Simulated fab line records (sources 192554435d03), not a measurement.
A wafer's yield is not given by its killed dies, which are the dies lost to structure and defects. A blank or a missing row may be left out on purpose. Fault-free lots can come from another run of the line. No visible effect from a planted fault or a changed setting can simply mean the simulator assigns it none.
Split-lot trial ; flow n5-finfet ; route with 1938 steps; 7 lots, 39 wafers read

## THE SPLIT
At N5_MOL_CONTACT_COAG_ETCH_91 (etches SOC in N2/H2, target depth 60 nm, overetch 21 nm, time 101.2 s), the setting source-w was moved away from the recipe's 840 W on 15 of the 39 wafers read, by -16.4% to +15.7%. This setting was run at the recipe's value on the other wafers.

The reading is taken at the split's own step.

## THE READING
rf-vpp-V, in V, at N5_MOL_CONTACT_COAG_ETCH_91 (etches SOC in N2/H2, target depth 60 nm, overetch 21 nm, time 101.2 s). On this fab line, fault-free wafers typically give 523.5 V with a standard deviation of 2.6 V.

wafer;tool, chamber at the split;source-w as run, W;against the recipe;rf-vpp-V, V;against lot-mates on the recipe
L075.1;rie-diel-04, 0;840;recipe;526.3;-
L075.2;rie-diel-04, 1;840;recipe;526.0;-
L075.3;rie-diel-04, 3;840;recipe;521.0;-
L075.4;rie-diel-04, 2;840;recipe;525.3;-
L075.5;rie-diel-04, 0;840;recipe;526.0;-
L075.6;rie-diel-04, 3;840;recipe;519.8;-
L081.1;rie-diel-05, 3;772.3;-8.1%;538.9;+16.3
L081.2;rie-diel-05, 1;840;recipe;519.9;-
L081.3;rie-diel-05, 0;772.3;-8.1%;536.8;+14.2
L081.4;rie-diel-05, 2;772.3;-8.1%;540.4;+17.8
L081.5;rie-diel-05, 2;840;recipe;523.5;-
L081.6;rie-diel-05, 3;840;recipe;524.4;-
L082.1;rie-diel-04, 3;940.2;+11.9%;502.5;-23.0
L082.2;rie-diel-04, 0;840;recipe;527.9;-
L082.3;rie-diel-04, 2;840;recipe;523.8;-
L082.4;rie-diel-04, 1;940.2;+11.9%;506.5;-19.0
L082.5;rie-diel-04, 1;840;recipe;524.9;-
L082.6;rie-diel-04, 2;940.2;+11.9%;506.8;-18.7
L083.1;rie-diel-06, 0;714.9;-14.9%;551.3;+29.6
L083.2;rie-diel-06, 3;840;recipe;523.3;-
L083.3;rie-diel-06, 2;840;recipe;525.5;-
L083.4;rie-diel-06, 1;840;recipe;516.4;-
L083.5;rie-diel-06, 1;714.9;-14.9%;545.1;+23.4
L083.6;rie-diel-06, 0;714.9;-14.9%;550.9;+29.2
L087.2;rie-diel-05, 0;840;recipe;524.9;-
L087.3;rie-diel-05, 2;840;recipe;524.0;-
L087.4;rie-diel-05, 3;840;recipe;525.6;-
L088.1;rie-diel-05, 2;972.1;+15.7%;499.8;-21.6
L088.2;rie-diel-05, 0;972.1;+15.7%;498.0;-23.4
L088.3;rie-diel-05, 1;840;recipe;519.4;-
L088.4;rie-diel-05, 3;840;recipe;523.9;-
L088.5;rie-diel-05, 1;840;recipe;521.0;-
L088.6;rie-diel-05, 2;972.1;+15.7%;498.6;-22.8
L090.1;rie-diel-05, 3;840;recipe;523.2;-
L090.2;rie-diel-05, 1;702.5;-16.4%;552.1;+29.0
L090.3;rie-diel-05, 0;840;recipe;522.1;-
L090.4;rie-diel-05, 2;840;recipe;524.1;-
L090.5;rie-diel-05, 1;702.5;-16.4%;553.1;+30.0
L090.6;rie-diel-05, 0;702.5;-16.4%;556.3;+33.2

FIT RESULTS
A straight line over all 39 wafers: rf-vpp-V changes by -1.69 V for each +1% of source-w; r = -0.98; the points scatter about the line by 2.6 V.
The same after taking each lot's own level away (the mean of its wafers on the recipe; 39 wafers): -1.72 V for each +1%; r = -0.99; scatter 2.6 V.
The reading moves by 28 V for the largest change in source-w, on that fit.
Measured against the standard deviation above, the lots' own levels, which go from 521.43 to 525.53 V, span 1.6 times it.
Hence the lot-to-lot level has little effect on the slope; both slopes agree.
Check: with one of the wafers moved furthest among these (-16.4%) left out of the fit, the line predicts +29.1 V for it against its lot-mates. Against them it came out at +29 V.
Tool readings at the split's step, against how far the setting was moved: rf-vpp-V r = -0.98.

## THESE WAFERS: OTHER SPLITS
These wafers also went through other splits before the reading. Each is held against what the fit with the lots' levels taken away leaves over:
other split on the same wafers;wafers away from the commonest value;r with rf-vpp-V (lot level and that fit taken away)
N5_WELL_APT_IMPLANT_14 energy-kev;12;-0.05
N5_DUMMY_GATE_ETCH_31 target-depth-a;18;+0.31
N5_SD_EPI_N_LINER_46 target-thk-a;15;+0.04
N5_SD_EPI_P_ETCH_36 bias-w;18;+0.10
N5_SD_EPI_P_EPI_21 epi-growth-time-s;15;+0.07

## THE FILE'S OWN FIT
rf-vpp-V changes by -1.73 V for each +1% of source-w, r = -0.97.
